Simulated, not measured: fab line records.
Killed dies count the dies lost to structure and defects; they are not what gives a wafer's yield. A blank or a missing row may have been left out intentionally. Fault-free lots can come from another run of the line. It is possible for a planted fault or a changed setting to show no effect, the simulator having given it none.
Code-filled problem report in 8D (eight disciplines) form | flow nand_harc | the parts of the form that need people (team, actions taken, sign-off) are left out

== 1. WHAT WENT WRONG ==
Wafers without a fault read 62, standard deviation 17; raw_defect_count at NHARC_A_CHANNEL_HOLE_D1_INSPECT_40 reads a mean of 860 on 2 wafers belonging to 2 lots. That is +47 standard deviations from the usual mean.
Seen first at day 10 11:13 on defect_inspect-01, wafer L762.2. The record holds 32 wafers of 11 lots with a number at this step. By rule, "out" or "out of limits" means more than 4 standard deviations away from the usual mean. All remaining wafers that have a number are taken as sound.

== 2. WHAT IT IS; WHAT IT IS NOT ==
question                    | is                                   | is not
which readings at this step | raw_defect_count                     | -
which lots                  | L762, L765                           | L758, L761, L769, L773, L774, L775, L777, L778, L779
which wafers of those lots  | L762.2, L765.5                       | L762.1, L762.4, L765.3
read on which gauges        | defect_inspect-01, defect_inspect-02 | -
when                        | from day 10 11:13                    | up to then (8 sound wafers); but 22 sound wafers of L765, L769, L773, L774, L775, L777, L778, L779 came after

== 3. WHAT RULES OUT EACH SUSPECT ==
Counting: a tool at a process step up to the reading stays a suspect if it ran every lot that is out. Sound lots after the first of them don't rule it out here, since some wafers of a struck lot are sound.
- ruled out: the gauge at NHARC_A_CHANNEL_HOLE_D1_INSPECT_40. 2 gauges (defect_inspect-01, defect_inspect-02) read the wafers that are out.
- rie_diel-01 at NHARC_A_CHANNEL_HOLE_D1_ETCH_39 (etches the open film in N2/H2, target depth 260 nm, time 325 s): kept. It ran every lot that is out, first L762 (day 10 06:55). Because NHARC_A_CHANNEL_HOLE_D1_ETCH_39 lacks a start for some lots, the hours and order of its lots are taken from NHARC_A_CHANNEL_HOLE_D1_ETCH_23.
- har_etch-02 at NHARC_A_CHANNEL_HOLE_D1_ETCH_23 (etches the open film in C4F8/O2/Ar, time 819 s, target depth 1600 nm): kept. Every lot that is out went through it, the first being L762 (day 10 06:55); the last sound lot it ran before that was L761 (day 9 11:35).
- The sound lot-mates ran in chamber 0 of har_etch-02 at NHARC_A_CHANNEL_HOLE_D1_ETCH_23, but the wafers that are out ran in chamber 1.
After counting, rie_diel-01 at NHARC_A_CHANNEL_HOLE_D1_ETCH_39 and har_etch-02 at NHARC_A_CHANNEL_HOLE_D1_ETCH_23 remain.

== 4. THE CAUSE (what the simulator had put in) ==
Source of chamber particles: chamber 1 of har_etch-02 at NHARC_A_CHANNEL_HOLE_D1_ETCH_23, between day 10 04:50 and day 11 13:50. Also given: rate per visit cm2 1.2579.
Counting left 2 suspects, and this tool is among them.

== 5. SEQUENCE OF EFFECTS, ordered by route ==
Each row: a reading whose mean over the struck wafers that have a number lies more than 3 standard deviations from the usual. Readings are gone through only where the record gives a usual standard deviation; hours: the median, over the lots, of the time from a lot's start at the first step in this table giving one to that lot's start at this step; sigmas: the change measured in usual standard deviations.
hours | step                               | reading          | usual | on struck wafers | change | sigmas
0     | NHARC_A_CHANNEL_HOLE_D1_INSPECT_40 | raw_defect_count | 62    | 860              | +798   | +47
333   | NHARC_END_SORT_01                  | killed_at_array  | 28    | 106              | +78    | +7.1
333   | NHARC_END_SORT_01                  | killed_dies      | 31    | 110              | +78    | +7.1

== 6. HOW IT WOULD HAVE BEEN CAUGHT EARLIER ==
6 hours passed between the start of the fault at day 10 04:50 and the first reading out of limits at a measuring or inspecting step in this record, taken at day 10 11:13.
An alarm limit of 4 standard deviations would not have fired on the tool readings at NHARC_A_CHANNEL_HOLE_D1_ETCH_23 for which the record gives a usual standard deviation, since none of them was out on any struck wafer.
Of the lots that are out (2), L765 began NHARC_A_CHANNEL_HOLE_D1_ETCH_23 on har_etch-02 after day 10 11:13. It would have been spared by a hold on the tool at that moment.
